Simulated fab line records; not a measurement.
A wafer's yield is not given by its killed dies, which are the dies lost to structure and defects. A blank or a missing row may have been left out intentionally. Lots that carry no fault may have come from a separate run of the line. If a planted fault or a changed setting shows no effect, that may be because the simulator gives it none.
2 desks looking at one fault | flow n5Finfet | what lay behind the numbers comes last; until then each desk has only its own

== AT THE METROLOGY DESK ==
Means of the sampled wafers that have a number, per lot and without regard to the tool the lot ran on: this is what the gauges read. Marked OUT: a lot whose mean sits more than 4 standard deviations from the usual mean, which makes it out of limits; the brackets give that distance. It has 10 readings; the 7 that lie furthest out on some lot are the ones shown.
Columns: A = DIBL_N at N5_BEOL_M4_RC_MEAS_101, usual 36.5 mV/V; B = DIBL_P at N5_BEOL_M4_RC_MEAS_101, usual 36.3 mV/V; C = IOFF_P at N5_BEOL_M4_RC_MEAS_101, usual 0.21 nA/um; D = ION_P at N5_BEOL_M4_RC_MEAS_101, usual 462 uA/um; E = SS_P at N5_BEOL_M4_RC_MEAS_101, usual 73.3 mV/dec; F = VT_N at N5_BEOL_M4_RC_MEAS_101, usual 249 mV; G = VT_P at N5_BEOL_M4_RC_MEAS_101, usual -250 mV
lot  | first seen here | A    | B    | C    | D   | E    | F   | G
L123 | day 8 07:57     | 36.2 | 36.1 | 0.21 | 464 | 73.4 | 248 | -251
L132 | day 10 06:15    | 34.3 | 32.7 | 0.14 | 448 | 72.5 | 253 | -258
L136 | day 11 14:33    | 35.7 | 34.4 | 0.22 | 466 | 72.9 | 249 | -247
L146 | day 13 22:19    | 37.2 | 36.7 | 0.23 | 470 | 73.1 | 247 | -249
This desk found nothing out of limits on any of the 4 lots.

== DESK OF THE TOOL OWNER: lithoTrack-01 ==
The tool's own readings at N5_BEOL_M1_COAT_61 (time 60 s, resist thk 60 nm): means of the sampled wafers that have a number, for each lot that ran on this tool. Marked OUT: a lot whose mean sits more than 4 standard deviations from the usual mean, which makes it out of limits; the brackets give that distance.
Columns: A = spinSpeedRpm at N5_BEOL_M1_COAT_61, usual 1499.9 rpm
lot  | first seen here | A
L123 | day 6 07:11     | 1498.5
L132 | day 8 10:10     | 1613.6 (+99 or more) OUT
L136 | day 9 10:47     | 1612.6 (+99 or more) OUT
Finding of this desk: L132, L136 out of limits; the first was L132 at day 8 10:10, on spinSpeedRpm at N5_BEOL_M1_COAT_61. L123 stayed within limits.

== PUT TOGETHER ==
At day 8 10:10, on L132, L136, the tool owner's desk was in a position to raise an alarm.
The metrology desk saw nothing out of limits.
The metrology desk has L132, L136 on record, within its limits.
All the named lots went through N5_BEOL_M1_COAT_61 on lithoTrack-01.

== WHAT WAS PUT IN BY THE SIMULATOR ==
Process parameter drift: lithoTrack-01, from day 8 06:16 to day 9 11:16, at N5_BEOL_M1_COAT_61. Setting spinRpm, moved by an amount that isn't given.
Shown lots that were struck: L132, L136.
Time in hours from fault onset to the first out-of-limits reading at each desk: the tool owner's desk, 4.
